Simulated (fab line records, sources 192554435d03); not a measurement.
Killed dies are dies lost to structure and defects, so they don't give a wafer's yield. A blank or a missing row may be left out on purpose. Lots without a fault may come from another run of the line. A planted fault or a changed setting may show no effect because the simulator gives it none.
Chamber matching | flow n5_finfet | N5_SD_EPI_N_LINER_46 on ald_sin-03: 4 sister chambers
The step material SiNx, target thk 3 nm. 4 wafers are shown with their chamber, then 8 later ones without.

WAFERS WITH THEIR CHAMBER
wafer  | chamber | heater_power_w (W)
L084.4 | 1       | 760
L086.4 | 2       | 909
L086.5 | 0       | 892
L087.3 | 3       | 847

WAFERS WITHOUT THEIR CHAMBER
wafer  | heater_power_w (W)
L087.4 | 892
L087.6 | 848
L095.2 | 823
L095.3 | 890
L095.6 | 770
L097.1 | 836
L097.4 | 765
L097.6 | 908

WHICH CHAMBER EACH WENT THROUGH
wafer  | from the rows above     | in truth
L087.4 | can't be placed: 0 or 2 | 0
L087.6 | 3                       | 3
L095.2 | 3                       | 3
L095.3 | can't be placed: 0 or 2 | 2
L095.6 | 1                       | 1
L097.1 | 3                       | 3
L097.4 | 1                       | 1
L097.6 | can't be placed: 2 or 0 | 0
Placed correctly: 5 of 8. Can't be placed from these rows: 3 (the true chamber is among the candidates in 3). Placed wrongly: 0.
How it was worked out, from the rows above alone: a wafer's distance from a chamber is the root of the sum, over the readings, of the square of ((its reading less the chamber's mean) divided by the reading's scatter). The wafer belongs to the nearest chamber; if the next one is less than 2 further off, it can't be placed. A chamber's mean is the mean of its shown wafers. The scatter: with one shown wafer a chamber, the root of the mean of the squares of how far each hidden wafer lies from its nearest shown one.
